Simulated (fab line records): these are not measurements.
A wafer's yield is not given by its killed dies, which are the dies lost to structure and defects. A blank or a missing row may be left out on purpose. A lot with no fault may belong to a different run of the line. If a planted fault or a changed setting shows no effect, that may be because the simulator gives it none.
A lot that was struck, set against a sound lot || flow n5-finfet || 39 steps out of a route of 1938
Sound: wafers L150.1, L150.3, L150.6. The struck wafers were L143.1, L143.3, L143.5. The cause is given at the end.
For every step that has rows: the tool of each side, followed by ch and its chambers, followed by its first start. Under that, the readings that differ: sound wafers || struck wafers || difference of the means || sigmas: that difference in standard deviations of wafers without a fault.
alike: a reading whose means differ by less than 2 such deviations, as well as words and numbers matching on both sides. not compared: withheld readings; readings where some wafer has no value; bounds like >300 that might hide an equal value; numbers whose values overlap and for which the record gives no deviation.
A row with sigmas, a row that says differs or no value, or rows on one side alone: a step with any of these is where the two part. Numbers that have no deviation but don't overlap get no sigmas and don't part them. Lack of a reading on every wafer of one side parts them only where that side has two or more wafers.

first, 10 steps without rows for these wafers: N5_MOL_CONTACT_COAG_DESCUM_88 (chemistry O2, time 7 s); N5_MOL_CONTACT_COAG_ETCH_89 (etches underlayer in N2/H2, target depth 13 nm, time 10.4 s); N5_MOL_CONTACT_COAG_ETCH_90 (etches SiARC in CF4, target depth 13 nm, time 21.7 s); N5_MOL_CONTACT_COAG_ALD_131 (deposits SiO2, target thk 5 nm, pulse time 1 s, co reactant pulse time 1 s); N5_MOL_CONTACT_COAG_ETCHBACK_132 (etches SiO2 in CHF3, target depth 10 nm, time 6.7 s); N5_MOL_CONTACT_COAG_ETCH_91 (etches SOC in N2/H2, target depth 60 nm, overetch 21 nm, time 101.2 s); N5_MOL_CONTACT_COAG_STRIP_92 (strips in N2/H2); N5_MOL_CONTACT_COAG_STRIP_93 (strips in N2/H2); N5_MOL_CONTACT_COAG_ETCHBACK_135 (etches SiO2 in CHF3, target depth 25 nm, time 16.7 s); N5_MOL_CONTACT_COAG_STRIP_118 (strips in CHF3).
N5_MOL_CONTACT_COAG_VIA_ETCH_46: etches SiO2 in C4F6/O2, target depth 46 nm, overetch 9.2 nm, time 40 s.
  sound on rie-diel-01 ch 0,3, day 9 14:11; struck on rie-diel-01 ch 2,3, day 7 23:42
  no value came back on the struck wafers for any of 7 readings (C4F6_flow_sccm (sccm), O2_flow_sccm (sccm) and others); on the sound wafers C4F6_flow_sccm (sccm) reads 9.98 10.02 9.99
{"reading": "model.SOC_of_MOL_CONTACT_COAG_COAT_75.thk-nm (nm)", "sound": "50.8 50.6 50.8", "struck": "57.6 57.8 57.6", "difference": "+6.9", "sigmas": ""}
  not compared: rf-hours-counter-h
then, 1 step without rows for these wafers: N5_MOL_CONTACT_COAG_STRIP_96 (strips in N2/H2).
N5_MOL_CONTACT_COAG_ETCH_47: etches SiNx in CH3F/O2, stops on W, target depth 27 nm.
  sound on rie-diel-01 ch 0,3, day 9 14:18; struck on rie-diel-01 ch 2,3, day 7 23:49
{"reading": "etch-rf-on-time-s (s)", "sound": "31.4 30.9 31.5", "struck": "50.8 50.8 50.8", "difference": "+19.5", "sigmas": "+33"}
{"reading": "oes-product-au (a.u.)", "sound": "0.77 0.75 0.77", "struck": "0.33 0.26 0.33", "difference": -0.46, "sigmas": -7}
{"reading": "model.etch.over-etch-s (s)", "sound": "5.234 5.154 5.244", "struck": "0 0 0", "difference": -5, "sigmas": ""}
  alike: CH3F_flow_sccm, O2_flow_sccm, drypump-motor-current-A, rf-vpp-V, showerhead-plenum-p-Torr, throttle-valve-pct
  not compared: rf-hours-counter-h
then, 3 steps without rows for these wafers: N5_MOL_CONTACT_COAG_STRIP_119 (strips in N2/H2, time 30 s); N5_MOL_CONTACT_COAG_PRECLEAN_144 (cleans in alkaline clean, time 60 s); N5_MOL_CONTACT_COAG_SRD_145 (time 30 s).
N5_MOL_CONTACT_COAG_CD_MEAS_137: target cd 16 nm.
  sound on cd-sem-03, day 9 14:34; struck on cd-sem-03, day 8 00:07
{"reading": "cd-nm (nm)", "sound": "16.0 16.0 15.9", "struck": "- - -", "difference": "no value on the struck wafers", "sigmas": ""}
then, 20 steps without rows for these wafers: N5_MOL_CONTACT_COAG_COAT_62 (time 60 s, resist thk 60 nm); N5_MOL_CONTACT_COAG_COAT_63 (time 60 s, resist thk 10 nm); N5_MOL_CONTACT_COAG_COAT_64 (time 60 s, resist thk 10 nm); N5_MOL_CONTACT_COAG_COAT_34 (resist thk 40 nm); N5_MOL_CONTACT_COAG_EBR_36; N5_MOL_CONTACT_COAG_SOFTBAKE_35 (time 60 s); N5_MOL_CONTACT_COAG_EXPOSE_37 (exposes mask VD, defocus 0 nm); N5_MOL_CONTACT_COAG_PEB_38 (peb time 60 s); N5_MOL_CONTACT_COAG_DEVELOP_39 (develop time 30 s); N5_MOL_CONTACT_COAG_DESCUM_45 (chemistry O2, time 7 s); N5_MOL_CONTACT_COAG_ETCH_65 (etches underlayer in N2/H2, target depth 13 nm, time 10.4 s); N5_MOL_CONTACT_COAG_ETCH_66 (etches SiARC in CF4, target depth 13 nm, time 21.7 s); N5_MOL_CONTACT_COAG_ALD_133 (deposits SiO2, target thk 5 nm, pulse time 1 s, co reactant pulse time 1 s); N5_MOL_CONTACT_COAG_ETCHBACK_134 (etches SiO2 in CHF3, target depth 10 nm, time 6.7 s); N5_MOL_CONTACT_COAG_ETCH_67 (etches SOC in N2/H2, target depth 60 nm, overetch 21 nm, time 101.2 s); N5_MOL_CONTACT_COAG_STRIP_68 (strips in N2/H2); N5_MOL_CONTACT_COAG_STRIP_69 (strips in N2/H2); N5_MOL_CONTACT_COAG_ETCHBACK_136 (etches SiO2 in CHF3, target depth 25 nm, time 16.7 s); N5_MOL_CONTACT_COAG_STRIP_120 (strips in CHF3); N5_MOL_CONTACT_COAG_VIA_ETCH_117 (etches SiO2 in C4F6/O2, target depth 40 nm, overetch 8 nm, time 26 s).
N5_MOL_CONTACT_COAG_ETCH_124: etches SiNx in CH3F/O2, stops on SiOC, target depth 6.5 nm.
  sound on rie-diel-06 ch 1,2,3, day 9 17:38; struck on rie-diel-06 ch 0,1,2, day 8 01:04
{"reading": "oes-product-au (a.u.)", "sound": "0.70 0.61 0.61", "struck": "0.31 0.31 0.27", "difference": -0.34, "sigmas": -6}
  alike: CH3F_flow_sccm, O2_flow_sccm, drypump-motor-current-A, rf-vpp-V, showerhead-plenum-p-Torr, throttle-valve-pct
  not compared: rf-hours-counter-h
N5_BEOL_M4_RC_MEAS_101:
  the record has rows for the sound wafers here (prober-01 ch 0, day 12 17:19) and none for the struck ones

== WHERE THEY PART ==
First at N5_MOL_CONTACT_COAG_VIA_ETCH_46; last, within this record, at N5_BEOL_M4_RC_MEAS_101.

WHY: whatever the simulator had introduced
Skipped step whole: rie-diel-01, from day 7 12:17 on, at N5_MOL_CONTACT_COAG_VIA_ETCH_46. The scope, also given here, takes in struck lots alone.
